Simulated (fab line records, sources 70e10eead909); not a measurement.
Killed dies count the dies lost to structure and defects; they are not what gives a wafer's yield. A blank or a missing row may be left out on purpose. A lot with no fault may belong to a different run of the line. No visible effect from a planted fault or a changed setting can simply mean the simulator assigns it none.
Code-filled problem report in 8D (eight disciplines) form | flow nandHarc | the parts of the form that need people (team, actions taken, sign-off) are left out

1. THE ISSUE
oesProductAu at NHARC_P_BONDPAD_ETCH_12 reads a mean of 0.844 a.u. on 1 wafer of 1 lot; wafers without a fault read 0.939 a.u. with a standard deviation of 0.022. Relative to the usual mean, that is a shift of -4.3 standard deviations.
The step: etches the open film in CHF3/O2, target depth 200 nm, time 100 s.
First observed at day 11 05:27: wafer L760.5, on rieDiel-06. At this step, 15 wafers from 5 lots have a number in the record. The rule behind "out" and "out of limits": a value lying over 4 standard deviations away from the usual mean. The rest of the wafers with a number are treated as sound.

2. WHAT IT IS; WHAT IT IS NOT
question                    | is                | is not
which readings at this step | oesProductAu      | drypumpMotorCurrentA, rfFwdPowerW, rfVppV, showerheadPlenumPTorr, throttleValvePct
which lots                  | L760              | L750, L756, L762, L772
which wafers of those lots  | L760.5            | L760.2, L760.6
read on which tools         | rieDiel-06        | rieDiel-03
when                        | from day 11 05:27 | up to then (8 sound wafers); but 6 sound wafers of L762, L772 came after

3. SUSPECTS, AND WHAT RULES EACH OUT
Counting: any tool at a process step up to the reading remains a suspect provided it ran every lot that is out. Sound lots after the first of them don't rule it out here, since some wafers of a struck lot are sound.
- rieDiel-06 at NHARC_P_BONDPAD_DESCUM_11 (chemistry O2, time 3 s): kept. It processed L760, the lot that is out, at day 11 05:17, and its most recent sound lot before then was L756 at day 9 11:08.
- rieDiel-06 at NHARC_P_BONDPAD_ETCH_37 (etches the open film in N2/H2, target depth 60 nm, overetch 18 nm, time 65.91 s): kept. It processed L760, the lot that is out, at day 11 05:22, and its most recent sound lot before then was L756 at day 9 11:13.
- rieDiel-06 at NHARC_P_BONDPAD_ETCH_12 (etches the open film in CHF3/O2, target depth 200 nm, time 100 s): kept. It processed L760, the lot that is out, at day 11 05:27, and its most recent sound lot before then was L756 at day 9 11:18. On those wafers its own readings are out: oesProductAu.
- In rieDiel-06 at NHARC_P_BONDPAD_ETCH_37, the wafers that are out were processed in chamber 2 and their sound lot-mates in chambers 1, 3.
- The sound lot-mates ran in chamber 3 of rieDiel-06 at NHARC_P_BONDPAD_ETCH_12, but the wafers that are out ran in chamber 0.
Still standing after the count: rieDiel-06 at NHARC_P_BONDPAD_DESCUM_11, rieDiel-06 at NHARC_P_BONDPAD_ETCH_37, rieDiel-06 at NHARC_P_BONDPAD_ETCH_12.

4. THE CAUSE (what the simulator had put in)
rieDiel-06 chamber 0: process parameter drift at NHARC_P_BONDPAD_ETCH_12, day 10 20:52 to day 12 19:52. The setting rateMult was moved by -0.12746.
Counting left 3 suspects, and this tool is among them.

5. THE CHAIN OF EFFECTS, in route order
Each row: a reading whose mean over the struck wafers that have a number lies more than 3 standard deviations from the usual. Only readings whose record carries a usual standard deviation are examined. hours: median over the lots of the time between each lot's start at the first step of this table that gives one and its start at this step. sigmas: the change, counted in usual standard deviations.
hours | step                    | reading      | usual      | on struck wafers | change | sigmas
0     | NHARC_P_BONDPAD_ETCH_12 | oesProductAu | 0.939 a.u. | 0.844            | -0.095 | -4.3
Its process steps:
- NHARC_P_BONDPAD_ETCH_12: etches the open film in CHF3/O2, target depth 200 nm, time 100 s.
Later measuring or inspecting steps at which every struck wafer that the step has a row for has a number for every such reading, and none has moved that far: NHARC_P_BONDPAD_CD_MEAS_13.

6. HOW IT WOULD HAVE BEEN CAUGHT EARLIER
9 hours passed between the start of the fault at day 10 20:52 and the first reading out of limits in this record, taken at day 11 05:27.
